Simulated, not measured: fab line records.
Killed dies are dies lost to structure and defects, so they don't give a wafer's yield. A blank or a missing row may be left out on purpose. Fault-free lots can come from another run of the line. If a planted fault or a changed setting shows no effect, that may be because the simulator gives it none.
fab line records    flow nand_harc
record lots=14  wafers=40  last_day=24
route steps=1159 shown P_BONDPAD@368 A_ONON_D1@431 END@1159
lots that met no fault: taken from a fault-free run of the same line
start_h: start of the lot's first displayed wafer, in hours after the record's first day    wait_h: how many hours have passed since the lot's step before this one    " unchanged from the row above    L1.1+2: several wafers, shown together as one row    - no value, or no start was given    * or withheld: withheld    < > ~ a bound
route shown NAME@n: names a module that has steps shown in the file, with the first one's number in the route    usual: the fault-free wafers' mean and standard deviation    same: alike in all rows    chamber/n: place in a boat    sites: per-site readings    _std_site: the standard deviation of these    _edge_site: outer sites' mean less inner sites'    radius_mm: how far each site lies from the wafer's centre    mask NAME#n: copy n    behind: the most recent tool/chamber to have shaped the wafer    hold: cause of the lot's hold/its duration in hours/its outcome    device: transistor that didn't switch, given as n, p or np    end of line: the same wafers' tests at the end of the route    a step given without rows: its recipe and nothing more    killed: the dies lost at the first sort to structure and to defects; this is not the yield of the wafer    map: shows each die of a wafer: x if killed, . if not, _ if none is there
set.NAME: the setting as run; set.NAME@STEP: as run at that earlier step    model.NAME: the simulator's own value behind a step, which no gauge read
a sample of lots followed through the steps of the route, with each step as a table and each wafer as a row
services: from which hour (start_h, from the record's first day; less than 0 if before it) a tool's chamber was out of use, for how many hours, and why
## steps
# step NHARC_P_BONDPAD_ETCH_37
# recipe target_depth_a=600  overetch_a=180  time_s=65.91  ion_energy_ev=200  n2_flow_sccm=150  h2_flow_sccm=150  ar_flow_sccm=0  rf_w=400  bias_w=150  chemistry=N2/H2
# usual drypump_motor_current_A=5.6/0.32  oes_product_au=0.999/0.0099  rf_vpp_V=430/3.1  showerhead_plenum_p_Torr=2.03/0.11  throttle_valve_pct=14.172/0.0092
lot.wafer  tool         chamber  start_h  wait_h  drypump_motor_current_A  oes_product_au  rf_hours_counter_h  rf_vpp_V  showerhead_plenum_p_Torr  throttle_valve_pct
L135.1     rie_diel-09  0        139.02   0.1     5.4                      0.991           5                   432       2.08                      14.166
L135.5     "            2        "        "       5.8                      0.991           -                   427       1.91                      14.166
L135.6     "            3        "        "       5.6                      1.008           -                   428       1.94                      14.169
L137.4     rie_diel-09  2        141.86   0.1     5.8                      1.002           5                   427       1.91                      14.164
L137.3     "            3        "        "       5.5                      1.027           5                   427       1.94                      14.172
L137.5     "            2        "        "       5.8                      0.999           -                   427       1.91                      14.182
L139.2     rie_diel-09  1        153.75   0.1     5.7                      0.995           6                   434       2.19                      14.181
L139.4     "            2        "        "       5.8                      1.003           6                   425       1.91                      14.175
L139.5     "            1        "        "       5.7                      1.001           -                   435       2.19                      14.176
L138.2     rie_diel-09  2        154.81   0.1     5.8                      1.009           6                   426       1.91                      14.166
L138.4     "            3        "        "       5.5                      1.016           6                   428       1.94                      14.157
L138.3     "            0        "        "       5.4                      1.020           6                   432       2.08                      14.175
L140.1     rie_diel-09  3        155.34   0.1     5.6                      1.014           6                   428       1.94                      14.178
L140.4     "            1        "        "       5.7                      0.994           6                   435       2.19                      14.176
L140.5     "            0        "        "       5.4                      1.000           -                   431       2.08                      14.179
L141.3     rie_diel-09  0        165.84   0.1     5.4                      0.993           7                   431       2.07                      14.178
L141.5     "            3        "        "       5.6                      1.005           -                   428       1.94                      14.180
L141.6     "            0        "        "       5.4                      1.002           -                   431       2.08                      14.169
L144.2     rie_diel-02  0        180.25   0.1     4.9                      0.999           9                   435       2.21                      14.173
L144.1     "            3        "        "       6.6                      1.006           9                   428       1.96                      14.170
L144.5     "            1        "        "       5.2                      0.982           -                   429       1.93                      14.181
L143.3     rie_diel-02  1        181.07   0.1     5.2                      0.978           9                   427       1.93                      14.163
L143.2     "            3        "        "       6.6                      1.001           9                   426       1.96                      14.174
L143.6     "            3        "        "       6.6                      0.999           -                   429       1.96                      14.163
L147.3     rie_diel-09  1        203.74   0.1     5.7                      0.990           10                  434       2.19                      14.182
L147.4     "            2        "        "       5.8                      0.994           10                  428       1.91                      14.175
L147.2     "            3        "        "       5.6                      1.012           10                  428       1.94                      14.167
L150.4     rie_diel-08  3        220.57   0.1     6.0                      0.995           37                  432       2.12                      14.176
L150.5     "            2        "        "       5.7                      1.019           -                   426       1.89                      14.167
L152.4     rie_diel-08  3        228.14   0.1     6.0                      0.990           39                  432       2.12                      14.171
L152.6     "            2        "        "       5.6                      1.010           -                   427       1.88                      14.190
L156.1     rie_diel-09  1        249.11   0.1     5.7                      0.995           16                  433       2.19                      14.170
L156.4     "            2        "        "       5.8                      1.003           16                  427       1.91                      14.167
L156.6     "            0        "        "       5.4                      0.993           -                   429       2.07                      14.183
L157.1     rie_diel-09  1        269.57   0.1     5.7                      1.016           0                   435       2.19                      14.156
L157.4     "            3        "        "       5.6                      1.001           1                   427       1.94                      14.167
L157.6     "            1        "        "       5.7                      1.014           -                   434       2.19                      14.163
L158.4     rie_diel-09  3        270.34   0.1     5.5                      1.013           1                   428       1.94                      14.167
L158.1     "            0        "        "       5.4                      0.986           1                   431       2.07                      14.184
L158.6     "            3        "        "       5.5                      1.011           -                   427       1.94                      14.176
# step NHARC_P_BONDPAD_PVD_17
# recipe target_thk_a=50  bias_v=168.6  power_w=15000  chamber_pressure_pa=0.12  time_s=8.06  substrate_temp_c=50  material=TaN
# usual throttle_valve_pct=30.0/0.87
lot.wafer  tool            chamber  start_h  wait_h  throttle_valve_pct
L135.1     pvd_sputter-03  -        -        -       31.3
L135.5     "               -        "        "       28.7
L135.6     "               -        "        "       31.4
L137.3     pvd_sputter-01  -        -        -       30.6
L137.4     "               -        "        "       29.1
L137.5     "               -        "        "       30.3
L139.4     pvd_sputter-01  -        -        -       30.8
L139.2     "               -        "        "       29.0
L139.5     "               -        "        "       29.9
L138.2     pvd_sputter-02  -        -        -       29.4
L138.4     "               -        "        "       29.4
L138.3     "               -        "        "       31.0
L140.4     pvd_sputter-01  -        -        -       30.0
L140.1     "               -        "        "       30.5
L140.5     "               -        "        "       30.0
L141.3     pvd_sputter-02  -        -        -       29.5
L141.6     "               -        "        "       29.4
L141.5     "               -        "        "       31.5
L144.1     pvd_sputter-01  -        -        -       29.3
L144.2     "               -        "        "       30.7
L144.5     "               -        "        "       29.7
L143.2     pvd_sputter-03  -        -        -       30.4
L143.3     "               -        "        "       28.4
L143.6     "               -        "        "       29.1
L147.2     pvd_sputter-01  -        -        -       29.5
L147.4     "               -        "        "       29.1
L147.3     "               -        "        "       30.6
L150.4     pvd_sputter-03  -        -        -       29.9
L150.5     "               -        "        "       28.8
L152.4     pvd_sputter-01  -        -        -       29.2
L152.6     "               -        "        "       29.3
L156.1     pvd_sputter-02  -        -        -       30.4
L156.4     "               -        "        "       29.1
L156.6     "               -        "        "       31.6
L157.4     pvd_sputter-01  -        -        -       29.8
L157.1     "               -        "        "       30.8
L157.6     "               -        "        "       29.5
L158.4     pvd_sputter-02  -        -        -       29.0
L158.1     "               -        "        "       30.8
L158.6     "               -        "        "       30.1
# step NHARC_A_ONON_D1_THK_MEAS_11
# recipe thk_meas_gauge=ellipsometry
# usual thk_nm=1000/8.4
lot.wafer  tool           chamber  start_h  wait_h  thk_nm
L135.1     film_metro-02  -        164.19   -       998
L135.5     "              -        "        "       997
L135.6     "              -        "        "       998
L137.3     film_metro-02  -        172.71   -       999
L137.4     "              -        "        "       1000
L137.5     "              -        "        "       999
L139.2     film_metro-02  -        182.73   -       996
L139.4     "              -        "        "       995
L139.5     "              -        "        "       997
L140.1     film_metro-02  -        182.77   -       1007
L140.4     "              -        "        "       1009
L140.5     "              -        "        "       1007
L138.2     film_metro-02  -        182.81   -       1008
L138.3     "              -        "        "       1010
L138.4     "              -        "        "       1008
L141.3     film_metro-02  -        193.89   -       1014
L141.5     "              -        "        "       1014
L141.6     "              -        "        "       1014
L144.1     film_metro-01  -        208.99   -       996
L144.2     "              -        "        "       998
L144.5     "              -        "        "       995
L143.2     film_metro-01  -        209.02   -       994
L143.3     "              -        "        "       997
L143.6     "              -        "        "       997
L147.2     film_metro-02  -        230.12   -       1013
L147.3     "              -        "        "       1011
L147.4     "              -        "        "       1012
L150.4     film_metro-02  -        249.81   -       1006
L150.5     "              -        "        "       1006
L152.4     film_metro-01  -        257.12   -       1000
L152.6     "              -        "        "       999
L156.1     film_metro-02  -        280.18   -       989
L156.4     "              -        "        "       989
L156.6     "              -        "        "       989
L157.1     film_metro-02  -        298.85   -       981
L157.4     "              -        "        "       980
L157.6     "              -        "        "       981
L158.1     film_metro-01  -        299.08   -       1002
L158.4     "              -        "        "       1003
L158.6     "              -        "        "       1001
# step NHARC_A_ONON_D1_DEP_16
# recipe target_thk_a=10000  n2_flow_sccm=2750  n2o_flow_sccm=2000  nh3_flow_sccm=500  sih4_flow_sccm=210  temp_c=400
lot.wafer   tool           chamber  start_h  wait_h
L135.1+5+6  pecvd_onon-04  0        171.28   0.1
L137.3+4+5  pecvd_onon-04  0        183.64   0.2
L140.1+4+5  pecvd_onon-03  0        191.33   0.1
L138.2+3+4  pecvd_onon-04  0        191.39   0.1
L139.2+4+5  pecvd_onon-02  0        191.41   0.1
L141.3+5+6  pecvd_onon-02  0        202.45   0.2
L144.1+2+5  pecvd_onon-03  0        216.23   0.1
L143.2+3+6  pecvd_onon-02  0        216.28   0.1
L147.2+3+4  pecvd_onon-02  0        241.20   0.1
L150.4+5    pecvd_onon-02  0        257.71   0.4
L152.4+6    pecvd_onon-02  0        264.45   0.2
L156.1+4+6  pecvd_onon-04  0        288.16   0.1
L157.1+4+6  pecvd_onon-03  0        306.89   0.1
L158.1+4+6  pecvd_onon-04  0        306.90   0.1
# step NHARC_A_ONON_D1_THK_MEAS_18
# recipe thk_meas_gauge=ellipsometry
# usual thk_nm=999/9.7
lot.wafer  tool           chamber  start_h  wait_h  thk_nm
L135.1     film_metro-02  -        171.80   -       1006
L135.5     "              -        "        "       1006
L135.6     "              -        "        "       1006
L137.3     film_metro-01  -        184.04   -       989
L137.4     "              -        "        "       990
L137.5     "              -        "        "       992
L140.1     film_metro-02  -        191.84   -       1013
L140.4     "              -        "        "       1015
L140.5     "              -        "        "       1013
L138.2     film_metro-01  -        191.84   -       983
L138.3     "              -        "        "       984
L138.4     "              -        "        "       985
L139.2     film_metro-01  -        191.89   -       999
L139.4     "              -        "        "       998
L139.5     "              -        "        "       998
L141.3     film_metro-02  -        202.85   -       995
L141.5     "              -        "        "       994
L141.6     "              -        "        "       996
L143.2     film_metro-01  -        216.73   -       981
L143.3     "              -        "        "       981
L143.6     "              -        "        "       981
L144.1     film_metro-02  -        216.74   -       1007
L144.2     "              -        "        "       1008
L144.5     "              -        "        "       1009
L147.2     film_metro-02  -        241.65   -       1013
L147.3     "              -        "        "       1013
L147.4     "              -        "        "       1012
L150.4     film_metro-01  -        258.05   -       989
L150.5     "              -        "        "       444
L152.4     film_metro-01  -        264.79   -       991
L152.6     "              -        "        "       448
L156.1     film_metro-01  -        288.67   -       993
L156.4     "              -        "        "       992
L156.6     "              -        "        "       993
L157.1     film_metro-02  -        307.40   -       1001
L157.4     "              -        "        "       1003
L157.6     "              -        "        "       1004
L158.1     film_metro-02  -        307.41   -       997
L158.4     "              -        "        "       997
L158.6     "              -        "        "       996
# step NHARC_END_SORT_01
# recipe temp_c=25
# usual killed_at_array=28/11  killed_at_other=0.6/0.85  killed_at_periphery=2.8/2.3  killed_dies=31/11  killed_open=3.1/1.6  killed_short=2.0/1.4
# same gross_dies=677
lot.wafer  tool       chamber  start_h  wait_h  killed_at_array  killed_at_other  killed_at_periphery  killed_dies  killed_open  killed_short
L150.4     prober-02  0        546.16   3.4     23               0                2                    25           5            3
L150.5     prober-02  0        546.95   3.7     674              0                3                    677          4            1
L152.4     prober-02  0        553.92   3.4     13               0                4                    17           4            3
L152.6     prober-02  0        555.52   4.0     671              0                6                    677          7            1
# killed by level:class
L150.4 A_CHANNEL_HOLE_D1:chamber_film_flake=14 A_M0:geometric_particle:open=2 A_CHANNEL_FILL_D1:chamber_film_flake=2 P_STI:geometric_particle:open=1 P_M1:geometric_particle:short=1 A_CHANNEL_HOLE_D1:geometric_particle:open=1 A_CHANNEL_FILL_D1:geometric_particle:open=1 A_SGD_CUT:geometric_particle:short=1
L150.5 A_ONON_D1:area_dep=644 A_CHANNEL_HOLE_D1:chamber_film_flake=21 A_CONTACT:chamber_film_flake=3 P_CONTACT:chamber_film_flake=2 P_CONTACT:geometric_particle:open=1 A_CHANNEL_FILL_D1:geometric_particle:open=1 A_CHANNEL_FILL_D1:geometric_particle:short=1 A_CONTACT:geometric_particle:open=1
L152.4 A_CHANNEL_HOLE_D1:chamber_film_flake=6 A_WL_FILL:geometric_particle:short=2 A_CONTACT:chamber_film_flake=2 P_CONTACT:geometric_particle:open=1 P_M0:geometric_particle:open=1 A_CONTACT:geometric_particle:open=1 A_CONTACT:geometric_particle:short=1 A_M0:geometric_particle:open=1
L152.6 A_ONON_D1:area_dep=660 A_CHANNEL_HOLE_D1:chamber_film_flake=4 P_STI:chamber_film_flake=3 P_M0:geometric_particle:open=2 P_BONDPAD:geometric_particle:open=1 A_ONON_D1:geometric_particle:short=1 A_ONON_D1:geometric_particle:open=1 A_SGD_CUT:geometric_particle:open=1
## services
tool            chamber  start_h  hours  kind
rie_diel-08     -        124.80   9.0    pm
rie_diel-02     2        133.82   49.2   repair
rie_diel-09     0        135.27   -      clean
rie_diel-09     1        135.27   -      clean
rie_diel-09     2        135.27   -      clean
rie_diel-09     3        135.27   -      clean
rie_diel-02     1        139.90   6.9    repair
pvd_sputter-03  -        144.15   2.6    repair
rie_diel-02     -        150.83   9.0    pm
pecvd_onon-03   -        153.00   13.0   pm
pvd_sputter-01  -        158.00   10.0   pm
rie_diel-08     2        164.66   7.4    repair
pvd_sputter-01  -        172.96   3.9    repair
rie_diel-09     -        182.37   1.0    repair
pvd_sputter-02  -        203.59   1.1    repair
pvd_sputter-02  -        214.01   10.0   pm
rie_diel-09     1        220.03   5.9    repair
pecvd_onon-04   -        237.00   13.0   pm
rie_diel-02     1        250.78   36.2   repair
rie_diel-09     -        254.10   9.0    pm
pvd_sputter-02  -        265.20   1.2    repair
pvd_sputter-03  -        280.00   10.0   pm
pecvd_onon-02   -        292.00   13.0   pm
rie_diel-08     -        301.86   9.0    pm
## key
first_sign step=NHARC_A_ONON_D1_THK_MEAS_18  reading=thk_nm  direction=down  sigmas=57  usual=999  struck=446
effect step=NHARC_END_SORT_01  reading=killed_at_array  direction=up  sigmas=57  usual=28  struck=672
more_kills_born_at NHARC_A_ONON_D1_DEP_16@pecvd_onon-02=1304
met_at NHARC_A_ONON_D1_DEP_16
struck_lots L150,L152
struck_wafers L150.5,L152.6
later_rows_left_out L150.5,L152.6
tester_left_out L150,L152
not_acting_at NHARC_P_BONDPAD_ETCH_37,NHARC_P_BONDPAD_PVD_17,NHARC_A_ONON_D1_THK_MEAS_11
onset_between 241.20 257.71
fault kind=process_parameter_drift  tool=pecvd_onon-02  chamber=-  onset_h=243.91  steps=NHARC_A_ONON_D1_DEP_16  channel=target_thk_a  offset=*  shape=step  end_h=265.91  scope=struck_wafers_only  acts_in=*  stated=*
# tester_left_out: of these lots the tester's yield and bins aren't shown, on N5 and GAA mostly nor the transistor test; their killed dies are dies lost to structure and defects alone, not to doping, threshold or leakage, so they don't give the yield
# later_rows_left_out: the simulator's readings of these wafers behind a module that went badly wrong aren't trusted and aren't shown, but for the sort
